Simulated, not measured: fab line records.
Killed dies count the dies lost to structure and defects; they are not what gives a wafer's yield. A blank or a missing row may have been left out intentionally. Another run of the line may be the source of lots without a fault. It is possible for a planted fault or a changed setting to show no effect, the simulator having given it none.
fab line records + flow nand_harc
record:
- lots: 14
- wafers: 42
- last_day: 26
route steps=1159 shown P_BONDPAD@379 A_ZERO_WELL@401 END@1159
lots that met no fault: taken from a fault-free run of the same line
start_h: start of the lot's first displayed wafer, in hours after the record's first day + wait_h: hours since the lot's step before + " identical to the entry in the row above + L1.1+2: a row that stands for several wafers + - value missing, or start not given + * or withheld: withheld + < > ~ a bound
route shown NAME@n: a module of which the file shows steps, and the number in the route of the first + usual: mean/standard deviation taken from wafers without a fault + same: alike in all rows + chamber/n: place in a boat + sites: each site's reading + _std_site: the values' standard deviation + _edge_site: mean of outer sites minus mean of inner sites + radius_mm: for every site, how far away it sits from the centre of the wafer + mask NAME#n: copy n + behind: tool/chamber where the wafer was last shaped + hold: what put the lot on hold/how long, in hours/how the hold closed + device: which transistor (n, p or np) failed to switch + end of line: at the end of the route, the tests of the same wafers + step lacking rows: just its recipe + killed: count of dies lost to structure and defects at first sort (not the wafer's yield) + map: shows each die of a wafer: x if killed, . if not, _ if none is there
set.NAME: setting as actually run; set.NAME@STEP: the setting as run at that earlier step + model.NAME: the simulator's own value behind a step, which no gauge read
steps of the route over a sample of lots; a table a step, a row a wafer
services: from which hour (start_h, from the record's first day; less than 0 if before it) a tool's chamber was out of use, for how many hours, and why
== steps ==
step: NHARC_P_BONDPAD_ANNEAL_28
recipe:
- temp_c: 225
- time_s: 90
usual:
- wafer_temp_C_max: 226.35/0.28
| lot.wafer | tool          | chamber | start_h | wait_h | wafer_temp_C_max |
|-----------|---------------|---------|---------|--------|------------------|
| L869.3    | rtp_anneal-02 | 0       | 140.88  | -      | 226.16           |
| L869.4    | "             | 0       | "       | "      | 226.26           |
| L869.5    | "             | 0       | "       | "      | 226.11           |
| L870.1    | rtp_anneal-01 | 0       | 144.09  | -      | 226.51           |
| L870.3    | "             | 0       | "       | "      | 226.00           |
| L870.4    | "             | 0       | "       | "      | 225.67           |
| L871.1    | rtp_anneal-01 | 0       | 149.02  | -      | 225.85           |
| L871.2    | "             | 0       | "       | "      | 226.12           |
| L871.5    | "             | 0       | "       | "      | 226.15           |
| L874.2    | rtp_anneal-01 | 0       | 167.48  | -      | 226.65           |
| L874.3    | "             | 0       | "       | "      | 226.11           |
| L874.5    | "             | 0       | "       | "      | 226.70           |
| L873.2    | rtp_anneal-01 | 0       | 168.22  | -      | 226.21           |
| L873.4    | "             | 0       | "       | "      | 226.49           |
| L873.5    | "             | 0       | "       | "      | 226.26           |
| L875.4    | rtp_anneal-02 | 0       | 177.57  | 0.4    | 226.49           |
| L875.5    | "             | 0       | "       | "      | 226.65           |
| L875.6    | "             | 0       | "       | "      | 226.31           |
| L884.2    | rtp_anneal-01 | 0       | 234.35  | 0.3    | 226.22           |
| L884.5    | "             | 0       | "       | "      | 226.79           |
| L884.6    | "             | 0       | "       | "      | 226.36           |
| L886.1    | rtp_anneal-01 | 0       | 238.23  | 0.3    | 226.27           |
| L886.3    | "             | 0       | "       | "      | 226.07           |
| L886.4    | "             | 0       | "       | "      | 225.82           |
| L885.2    | rtp_anneal-02 | 0       | 238.81  | -      | 226.54           |
| L885.3    | "             | 0       | "       | "      | 226.33           |
| L885.6    | "             | 0       | "       | "      | 226.09           |
| L887.1    | rtp_anneal-02 | 0       | 249.51  | 0.3    | 226.46           |
| L887.2    | "             | 0       | "       | "      | 226.21           |
| L887.5    | "             | 0       | "       | "      | 226.61           |
| L888.1    | rtp_anneal-02 | 0       | 250.41  | -      | 226.08           |
| L888.2    | "             | 0       | "       | "      | 226.67           |
| L888.3    | "             | 0       | "       | "      | 226.83           |
| L889.2    | rtp_anneal-01 | 0       | 252.09  | -      | 226.30           |
| L889.3    | "             | 0       | "       | "      | 226.67           |
| L889.6    | "             | 0       | "       | "      | 226.40           |
| L891.2    | rtp_anneal-02 | 0       | 267.04  | -      | 226.24           |
| L891.4    | "             | 0       | "       | "      | 226.35           |
| L891.6    | "             | 0       | "       | "      | 226.04           |
| L890.2    | rtp_anneal-02 | 0       | 268.28  | -      | 226.05           |
| L890.3    | "             | 0       | "       | "      | 226.87           |
| L890.6    | "             | 0       | "       | "      | 226.55           |
step: NHARC_A_ZERO_WELL_CD_MEAS_10
recipe:
- target_cd_nm: 2000
- landing_energy_ev: 500
usual:
- cd_nm: 2000.0/1.8
| lot.wafer | tool      | chamber | start_h | wait_h | cd_nm  |
|-----------|-----------|---------|---------|--------|--------|
| L869.3    | cd_sem-03 | 0       | 142.92  | -      | 2000.2 |
| L869.4    | "         | 0       | "       | "      | 2000.1 |
| L869.5    | "         | 0       | "       | "      | 1999.7 |
| L870.1    | cd_sem-03 | 0       | 146.18  | -      | 2004.1 |
| L870.3    | "         | 0       | "       | "      | 2000.0 |
| L870.4    | "         | 0       | "       | "      | 1999.3 |
| L871.1    | cd_sem-03 | 0       | 151.21  | -      | 1997.6 |
| L871.2    | "         | 0       | "       | "      | 1997.6 |
| L871.5    | "         | 0       | "       | "      | 2002.3 |
| L874.2    | cd_sem-01 | 0       | 169.62  | -      | 2000.4 |
| L874.3    | "         | 0       | "       | "      | 1998.3 |
| L874.5    | "         | 0       | "       | "      | 2000.1 |
| L873.2    | cd_sem-02 | 0       | 170.41  | -      | 1999.7 |
| L873.4    | "         | 0       | "       | "      | 1999.0 |
| L873.5    | "         | 0       | "       | "      | 1999.8 |
| L875.4    | cd_sem-01 | 0       | 179.48  | -      | 2001.8 |
| L875.5    | "         | 0       | "       | "      | 2000.4 |
| L875.6    | "         | 0       | "       | "      | 1997.4 |
| L884.2    | cd_sem-02 | 0       | 236.36  | -      | 2002.3 |
| L884.5    | "         | 0       | "       | "      | 2003.2 |
| L884.6    | "         | 0       | "       | "      | 2002.3 |
| L886.1    | cd_sem-03 | 0       | 240.32  | -      | 2002.1 |
| L886.3    | "         | 0       | "       | "      | 1999.1 |
| L886.4    | "         | 0       | "       | "      | 1999.7 |
| L885.2    | cd_sem-02 | 0       | 241.01  | -      | 2002.1 |
| L885.3    | "         | 0       | "       | "      | 2001.0 |
| L885.6    | "         | 0       | "       | "      | 2001.5 |
| L887.1    | cd_sem-03 | 0       | 251.75  | -      | 2002.5 |
| L887.2    | "         | 0       | "       | "      | 1998.8 |
| L887.5    | "         | 0       | "       | "      | 2003.0 |
| L888.1    | cd_sem-01 | 0       | 252.49  | -      | 2000.8 |
| L888.2    | "         | 0       | "       | "      | 2000.4 |
| L888.3    | "         | 0       | "       | "      | 1999.1 |
| L889.2    | cd_sem-02 | 0       | 254.42  | -      | 1999.4 |
| L889.3    | "         | 0       | "       | "      | 1998.6 |
| L889.6    | "         | 0       | "       | "      | 1999.8 |
| L891.2    | cd_sem-03 | 0       | 269.17  | -      | 2000.4 |
| L891.4    | "         | 0       | "       | "      | 1998.5 |
| L891.6    | "         | 0       | "       | "      | 1999.1 |
| L890.2    | cd_sem-01 | 0       | 270.41  | -      | 1999.9 |
| L890.3    | "         | 0       | "       | "      | 1999.8 |
| L890.6    | "         | 0       | "       | "      | 2002.5 |
step: NHARC_A_ZERO_WELL_STRIP_14
recipe:
- time_s: 900
- temp_c: 130
- chemistry: SPM
usual:
- bath_guard_temp_C: 130.1/0.48
- bath_heat_duty_pct: 15.1/1.8
| lot.wafer | tool         | chamber | start_h | wait_h | bath_guard_temp_C | bath_heat_duty_pct |
|-----------|--------------|---------|---------|--------|-------------------|--------------------|
| L869.5    | wet_bench-02 | 5       | 143.46  | -      | 129.8             | 16.1               |
| L869.3    | "            | 1       | "       | "      | 131.2             | 14.8               |
| L869.4    | "            | 2       | "       | "      | 130.1             | 16.5               |
| L870.4    | wet_bench-02 | 5       | 146.70  | -      | 129.7             | 15.5               |
| L870.1    | "            | 1       | "       | "      | 131.0             | 14.9               |
| L870.3    | "            | 2       | "       | "      | 129.8             | 17.1               |
| L871.1    | wet_bench-07 | 0       | 151.72  | -      | 130.1             | 15.6               |
| L871.2    | "            | 2       | "       | "      | 130.4             | 14.0               |
| L871.5    | "            | 3       | "       | "      | 130.1             | 14.4               |
| L874.3    | wet_bench-07 | 0       | 170.15  | -      | 130.5             | 15.9               |
| L874.5    | "            | 1       | "       | "      | 129.8             | 20.0               |
| L874.2    | "            | 3       | "       | "      | 130.4             | 15.4               |
| L873.2    | wet_bench-07 | 7       | 170.95  | -      | -                 | -                  |
| L873.4    | "            | 0       | "       | "      | -                 | -                  |
| L873.5    | "            | 2       | "       | "      | -                 | -                  |
| L875.5    | wet_bench-07 | 2       | 179.98  | -      | -                 | -                  |
| L875.4    | "            | 5       | "       | "      | -                 | -                  |
| L875.6    | "            | 7       | "       | "      | -                 | -                  |
| L884.2    | wet_bench-03 | 6       | 236.88  | -      | 130.0             | 13.2               |
| L884.5    | "            | 0       | "       | "      | 130.3             | 12.9               |
| L884.6    | "            | 3       | "       | "      | 129.7             | 13.4               |
| L886.3    | wet_bench-07 | 1       | 240.85  | -      | 129.5             | 18.3               |
| L886.1    | "            | 4       | "       | "      | 130.3             | 14.4               |
| L886.4    | "            | 5       | "       | "      | 130.4             | 14.6               |
| L885.6    | wet_bench-07 | 2       | 241.54  | -      | 130.1             | 14.6               |
| L885.3    | "            | 3       | "       | "      | 130.2             | 13.7               |
| L885.2    | "            | 4       | "       | "      | 129.9             | 13.9               |
| L887.5    | wet_bench-02 | 0       | 252.26  | -      | 130.6             | 17.0               |
| L887.2    | "            | 1       | "       | "      | 130.9             | 13.8               |
| L887.1    | "            | 5       | "       | "      | 130.1             | 14.1               |
| L888.1    | wet_bench-03 | 0       | 253.09  | -      | 130.3             | 13.4               |
| L888.2    | "            | 2       | "       | "      | 128.8             | 16.2               |
| L888.3    | "            | 3       | "       | "      | 129.6             | 13.0               |
| L889.2    | wet_bench-03 | 1       | 254.93  | -      | 130.2             | 13.2               |
| L889.6    | "            | 3       | "       | "      | 129.9             | 12.5               |
| L889.3    | "            | 5       | "       | "      | 128.4             | 13.9               |
| L891.4    | wet_bench-02 | 0       | 269.68  | -      | 130.2             | 15.8               |
| L891.2    | "            | 2       | "       | "      | 129.6             | 16.8               |
| L891.6    | "            | 4       | "       | "      | 130.0             | 15.2               |
| L890.6    | wet_bench-07 | 0       | 270.93  | -      | 130.6             | 15.8               |
| L890.3    | "            | 1       | "       | "      | 129.8             | 21.2               |
| L890.2    | "            | 4       | "       | "      | 129.9             | 14.3               |
step: NHARC_A_ZERO_WELL_INSPECT_17
usual:
- raw_defect_count: 12/5.8
| lot.wafer | tool              | chamber | start_h | wait_h | raw_defect_count |
|-----------|-------------------|---------|---------|--------|------------------|
| L869.3    | defect_inspect-02 | -       | 144.43  | 0.1    | 9                |
| L869.4    | "                 | -       | "       | "      | 4                |
| L869.5    | "                 | -       | "       | "      | 14               |
| L870.1    | defect_inspect-01 | -       | 147.86  | 0.2    | 12               |
| L870.3    | "                 | -       | "       | "      | 10               |
| L870.4    | "                 | -       | "       | "      | 5                |
| L871.1    | defect_inspect-02 | -       | 152.81  | 0.2    | 7                |
| L871.2    | "                 | -       | "       | "      | 10               |
| L871.5    | "                 | -       | "       | "      | 9                |
| L874.2    | defect_inspect-02 | -       | 171.09  | 0.1    | 15               |
| L874.3    | "                 | -       | "       | "      | 11               |
| L874.5    | "                 | -       | "       | "      | 10               |
| L873.2    | defect_inspect-01 | -       | 171.94  | 0.1    | 23               |
| L873.4    | "                 | -       | "       | "      | 22               |
| L873.5    | "                 | -       | "       | "      | 13               |
| L875.4    | defect_inspect-02 | -       | 180.98  | 0.1    | 16               |
| L875.5    | "                 | -       | "       | "      | 16               |
| L875.6    | "                 | -       | "       | "      | 14               |
| L884.2    | defect_inspect-01 | -       | 237.83  | 0.1    | 16               |
| L884.5    | "                 | -       | "       | "      | 13               |
| L884.6    | "                 | -       | "       | "      | 16               |
| L886.1    | defect_inspect-02 | -       | 241.79  | 0.2    | 15               |
| L886.3    | "                 | -       | "       | "      | 5                |
| L886.4    | "                 | -       | "       | "      | 6                |
| L885.2    | defect_inspect-01 | -       | 242.51  | 0.1    | 10               |
| L885.3    | "                 | -       | "       | "      | 3                |
| L885.6    | "                 | -       | "       | "      | 2                |
| L887.1    | defect_inspect-01 | -       | 253.24  | 0.2    | 5                |
| L887.2    | "                 | -       | "       | "      | 12               |
| L887.5    | "                 | -       | "       | "      | 11               |
| L888.1    | defect_inspect-01 | -       | 254.04  | 0.2    | 2                |
| L888.2    | "                 | -       | "       | "      | 7                |
| L888.3    | "                 | -       | "       | "      | 6                |
| L889.2    | defect_inspect-02 | -       | 255.90  | 0.1    | 18               |
| L889.3    | "                 | -       | "       | "      | 19               |
| L889.6    | "                 | -       | "       | "      | 19               |
| L891.2    | defect_inspect-01 | -       | 270.64  | 0.1    | 11               |
| L891.4    | "                 | -       | "       | "      | 13               |
| L891.6    | "                 | -       | "       | "      | 13               |
| L890.2    | defect_inspect-01 | -       | 271.95  | 0.1    | 9                |
| L890.3    | "                 | -       | "       | "      | 6                |
| L890.6    | "                 | -       | "       | "      | 10               |
step: NHARC_END_SORT_01
recipe:
- temp_c: 25
usual:
- killed_at_array: 27/11
- killed_at_other: 0.6/1
- killed_at_periphery: 3.0/2.1
- killed_dies: 31/12
- killed_open: 3.2/1.7
- killed_short: 1.7/1.4
same:
- gross_dies: 677
| lot.wafer | tool      | chamber | start_h | wait_h | killed_at_array | killed_at_other | killed_at_periphery | killed_dies | killed_open | killed_short |
|-----------|-----------|---------|---------|--------|-----------------|-----------------|---------------------|-------------|-------------|--------------|
| L875.4    | prober-01 | 0       | 492.50  | 3.4    | 674             | 1               | 2                   | 677         | 3           | 2            |
| L875.5    | prober-01 | 0       | 493.32  | 3.8    | 673             | 0               | 4                   | 677         | 4           | 1            |
| L875.6    | prober-01 | 0       | 494.13  | 4.1    | 673             | 1               | 3                   | 677         | 3           | 0            |
| L873.2    | prober-02 | 0       | 497.71  | 2.8    | 675             | 1               | 1                   | 677         | 3           | 2            |
| L873.4    | prober-02 | 0       | 499.29  | 3.4    | 673             | 0               | 4                   | 677         | 4           | 2            |
| L873.5    | prober-02 | 0       | 500.08  | 3.7    | 674             | 1               | 2                   | 677         | 3           | 4            |
killed by level:class
L875.4 A_ZERO_WELL:area_strip=646 A_CHANNEL_HOLE_D1:chamber_film_flake=15 A_STAIRCASE:chamber_film_flake=4 A_ZERO_WELL:chamber_film_flake=2 A_WL_FILL:chamber_film_flake=2 P_M2:geometric_particle:open=1 A_ONON_D1:geometric_particle:open=1 A_WL_FILL:geometric_particle:short=1
L875.5 A_ZERO_WELL:area_strip=649 A_CHANNEL_HOLE_D1:chamber_film_flake=15 A_WL_FILL:chamber_film_flake=3 P_M0:geometric_particle:open=2 A_ZERO_WELL:chamber_film_flake=2 P_M1:geometric_particle:open=1 A_SLIT:geometric_particle:short=1 A_M1:geometric_particle:open=1
L875.6 A_ZERO_WELL:area_strip=659 A_CHANNEL_HOLE_D1:chamber_film_flake=9 P_GATE:chamber_film_flake=2 A_CONTACT:chamber_film_flake=2 P_GATE:geometric_particle:open=1 A_CHANNEL_FILL_D1:geometric_particle:open=1 A_M0:geometric_particle:open=1 A_SLIT:chamber_film_flake=1
L873.2 A_ZERO_WELL:area_strip=645 A_CHANNEL_HOLE_D1:chamber_film_flake=15 A_SLIT:chamber_film_flake=7 A_CONTACT:chamber_film_flake=3 A_WL_FILL:geometric_particle:open=2 P_CONTACT:geometric_particle:short=1 A_CHANNEL_FILL_D1:geometric_particle:open=1 A_M0:geometric_particle:short=1
L873.4 A_ZERO_WELL:area_strip=642 A_SLIT:chamber_film_flake=15 A_CHANNEL_HOLE_D1:chamber_film_flake=9 A_STAIRCASE:chamber_film_flake=3 P_GATE:geometric_particle:open=1 P_CONTACT:geometric_particle:open=1 P_M1:geometric_particle:open=1 A_ONON_D1:geometric_particle:open=1
L873.5 A_ZERO_WELL:area_strip=652 A_CHANNEL_HOLE_D1:chamber_film_flake=10 A_STAIRCASE:chamber_film_flake=3 A_ONON_D1:geometric_particle:open=2 A_SLIT:chamber_film_flake=2 A_CONTACT:chamber_film_flake=2 P_CONTACT:geometric_particle:short=1 P_M0:geometric_particle:open=1
== services ==
| tool         | chamber | start_h | hours | kind                      |
|--------------|---------|---------|-------|---------------------------|
| wet_bench-03 | -       | 146.40  | 8.0   | pm                        |
| wet_bench-03 | 0       | 154.40  | -     | consumable_replace:bath   |
| wet_bench-03 | 0       | 154.40  | -     | consumable_replace:filter |
| wet_bench-03 | 1       | 154.40  | -     | consumable_replace:bath   |
| wet_bench-03 | 1       | 154.40  | -     | consumable_replace:filter |
| wet_bench-02 | -       | 180.07  | 8.0   | pm                        |
| wet_bench-02 | 0       | 188.07  | -     | consumable_replace:bath   |
| wet_bench-02 | 0       | 188.07  | -     | consumable_replace:filter |
| wet_bench-02 | 1       | 188.07  | -     | consumable_replace:bath   |
| wet_bench-02 | 1       | 188.07  | -     | consumable_replace:filter |
| wet_bench-02 | 2       | 188.07  | -     | consumable_replace:bath   |
| wet_bench-02 | 2       | 188.07  | -     | consumable_replace:filter |
| wet_bench-02 | 3       | 188.07  | -     | consumable_replace:bath   |
| wet_bench-02 | 3       | 188.07  | -     | consumable_replace:filter |
| wet_bench-02 | 4       | 188.07  | -     | consumable_replace:bath   |
| wet_bench-02 | 4       | 188.07  | -     | consumable_replace:filter |
| wet_bench-02 | 5       | 188.07  | -     | consumable_replace:bath   |
| wet_bench-02 | 5       | 188.07  | -     | consumable_replace:filter |
| wet_bench-02 | 6       | 188.07  | -     | consumable_replace:bath   |
| wet_bench-02 | 6       | 188.07  | -     | consumable_replace:filter |
| wet_bench-02 | 7       | 188.07  | -     | consumable_replace:bath   |
| wet_bench-02 | 7       | 188.07  | -     | consumable_replace:filter |
| wet_bench-07 | -       | 237.24  | 3.5   | repair                    |
| wet_bench-07 | -       | 248.85  | 7.7   | repair                    |
== key ==
first_sign:
- step: NHARC_A_ZERO_WELL_STRIP_14
- reading: tool_record
- direction: missing
effect:
- step: NHARC_END_SORT_01
- reading: killed_at_array
- direction: up
- sigmas: 57
- usual: 27
- struck: 674
more_kills_born_at:
- NHARC_A_ZERO_WELL_STRIP_14@wet_bench-07: 3893
met_at NHARC_A_ZERO_WELL_STRIP_14
struck_lots L873,L875
later_rows_left_out L873.2,L873.4,L873.5,L875.4,L875.5,L875.6
tester_left_out L873,L875
not_acting_at NHARC_P_BONDPAD_ANNEAL_28,NHARC_A_ZERO_WELL_CD_MEAS_10,NHARC_A_ZERO_WELL_INSPECT_17
onset_between 170.15 170.95
fault:
- kind: skipped_step_whole
- tool: wet_bench-07
- chamber: -
- onset_h: 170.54
- steps: NHARC_A_ZERO_WELL_STRIP_14
- scope: struck_lots_only
tester_left_out: of these lots the tester's yield and bins aren't shown, on N5 and GAA mostly nor the transistor test; their killed dies are dies lost to structure and defects alone, not to doping, threshold or leakage, so they don't give the yield
later_rows_left_out: the simulator's readings of these wafers behind a module that went badly wrong aren't trusted and aren't shown, but for the sort
